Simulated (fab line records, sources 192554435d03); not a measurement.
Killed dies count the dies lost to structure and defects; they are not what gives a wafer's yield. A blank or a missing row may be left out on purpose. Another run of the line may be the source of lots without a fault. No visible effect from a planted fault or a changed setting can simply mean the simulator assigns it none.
Problem report, 8D (eight disciplines) form, completed by code | flow n5 finfet | the parts of the form that need people (team, actions taken, sign-off) are left out

== 1. THE PROBLEM ==
IOFF_N at N5_BEOL_M4_RC_MEAS_101 reads a mean of 0.39 nA/um on 1 wafer of 1 lot; wafers without a fault read 0.16 nA/um with a standard deviation of 0.032. Measured from the usual mean, that is +7.2 standard deviations.
The first sign was on wafer L294.2 at day 12 06:23, on prober-02. At this step, 26 wafers from 9 lots have a number in the record. Rule for "out", or "out of limits": more than 4 standard deviations from the usual mean. The rest of the wafers with a number are treated as sound.

== 2. WHAT THIS IS AND IS NOT ==
question                    | is                                                           | is not
which readings at this step | IOFF_N, DIBL_N, DIBL_P, IOFF_N_85C, IOFF_N_LIN, IOFF_P, SS_N | ION_P, VT_P
which lots                  | L294                                                         | L279, L282, L284, L286, L290, L299, L300, L301
which wafers of those lots  | L294.2                                                       | L294.5
read on which gauges        | prober-02                                                    | prober-01
when                        | from day 12 06:23                                            | up to then (16 sound wafers); but 9 sound wafers of L299, L300, L301 came after

== 3. THE SUSPECTS, EACH WITH WHAT RULES IT OUT ==
Counting: if a tool at a process step up to the reading ran every lot that is out, it stays a suspect. Sound lots after the first of them don't rule it out here, since some wafers of a struck lot are sound.
- ruled out: the gauge at N5_BEOL_M4_RC_MEAS_101. All the wafers that are out were read on prober-02, but those of them that N5_PASSIVATION_PROBE_49 has rows for are out there too, on other tools.
- rie diel-05 at N5_DUMMY_GATE_DESCUM_20 (chemistry O2, time 6.2 s): kept. It ran the lot that is out, L294 (day 6 19:56); its last sound lot up to then is L284 (day 4 04:07).
- rie diel-05 at N5_DUMMY_GATE_ETCH_37 (etches SOC in N2/H2, target depth 60 nm, overetch 30 nm): kept. It ran the lot that is out, L294 (day 6 20:05); its last sound lot up to then is L284 (day 4 04:16).
- rie si-04 at N5_DUMMY_GATE_TRIM_49 (chemistry O2, time 29 s, target cd 14 nm): kept. It ran the lot that is out, L294 (day 6 20:10); its last sound lot up to then is L290 (day 5 18:01).
- The sound lot-mates ran in chamber 3 of rie diel-05 at N5_DUMMY_GATE_DESCUM_20, but the wafers that are out ran in chamber 0.
- The sound lot-mates ran in chamber 3 of rie diel-05 at N5_DUMMY_GATE_ETCH_37, but the wafers that are out ran in chamber 0.
- The sound lot-mates ran in chamber 0 of rie si-04 at N5_DUMMY_GATE_TRIM_49, but the wafers that are out ran in chamber 2.
Still standing after the count: rie diel-05 at N5_DUMMY_GATE_DESCUM_20, rie diel-05 at N5_DUMMY_GATE_ETCH_37, rie si-04 at N5_DUMMY_GATE_TRIM_49.

== 4. THE CAUSE (what the simulator had put in) ==
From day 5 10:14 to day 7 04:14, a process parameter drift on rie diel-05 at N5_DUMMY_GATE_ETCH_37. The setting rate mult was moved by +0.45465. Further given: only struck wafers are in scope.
Counting leaves 3 suspects; this tool is one of them.

== 5. THE CHAIN OF EFFECTS, in route order ==
Each row: a reading whose mean over the struck wafers that have a number lies more than 3 standard deviations from the usual. Readings are gone through only where the record gives a usual standard deviation; hours: the median, over the lots, of the time from a lot's start at the first step in this table giving one to that lot's start at this step; sigmas: the change measured in usual standard deviations.
hours | step                     | reading            | usual       | on struck wafers | change | sigmas
0     | N5_DUMMY_GATE_CD_MEAS_50 | cd nm              | 14.2 nm     | 12.8             | -1.4   | -3.6
130   | N5_BEOL_M4_RC_MEAS_101   | DIBL_N             | 36.2 mV/V   | 44.1             | +7.9   | +4.9
130   | N5_BEOL_M4_RC_MEAS_101   | DIBL_P             | 36.1 mV/V   | 44.3             | +8.2   | +4.1
130   | N5_BEOL_M4_RC_MEAS_101   | IOFF_N             | 0.16 nA/um  | 0.39             | +0.23  | +7.2
130   | N5_BEOL_M4_RC_MEAS_101   | IOFF_N_85C         | 3.1 nA/um   | 6.5              | +3.4   | +6.5
130   | N5_BEOL_M4_RC_MEAS_101   | IOFF_N_LIN         | 0.073 nA/um | 0.139            | +0.066 | +6.0
130   | N5_BEOL_M4_RC_MEAS_101   | IOFF_P             | 0.22 nA/um  | 0.37             | +0.15  | +4.2
130   | N5_BEOL_M4_RC_MEAS_101   | IOFF_P_85C         | 3.7 nA/um   | 5.7              | +2.0   | +3.8
130   | N5_BEOL_M4_RC_MEAS_101   | ION_N              | 672 uA/um   | 709              | +37    | +3.4
130   | N5_BEOL_M4_RC_MEAS_101   | SS_N               | 71.4 mV/dec | 74.1             | +2.7   | +4.7
130   | N5_BEOL_M4_RC_MEAS_101   | SS_P               | 73.2 mV/dec | 75.8             | +2.6   | +3.9
130   | N5_BEOL_M4_RC_MEAS_101   | VT_N               | 250 mV      | 237              | -13    | -3.9
232   | N5_PASSIVATION_PROBE_49  | sort_bin_4_leakage | 0.00 %      | 10.00            | +10.00 | +99 or more
232   | N5_PASSIVATION_PROBE_49  | sort n pass        | 1079        | 966              | -113   | -7.5
232   | N5_PASSIVATION_PROBE_49  | sort yield pct     | 91.4 %      | 81.9             | -9.5   | -7.3
Here are the process steps it includes:
- N5_PASSIVATION_PROBE_49

== 6. HOW IT WOULD HAVE BEEN CAUGHT EARLIER ==
The first out-of-limits reading at a measuring or inspecting step in this record came at day 12 06:23, 164 hours after the fault's start at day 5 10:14.
Tool readings at N5_DUMMY_GATE_ETCH_37 with a usual standard deviation given in the record: none out on any struck wafer, hence no alarm at a limit of 4 standard deviations on them.
All the lots that are out (1) had begun N5_DUMMY_GATE_ETCH_37 on rie diel-05 by day 12 06:23. A hold on the tool at that time would have spared none of them.
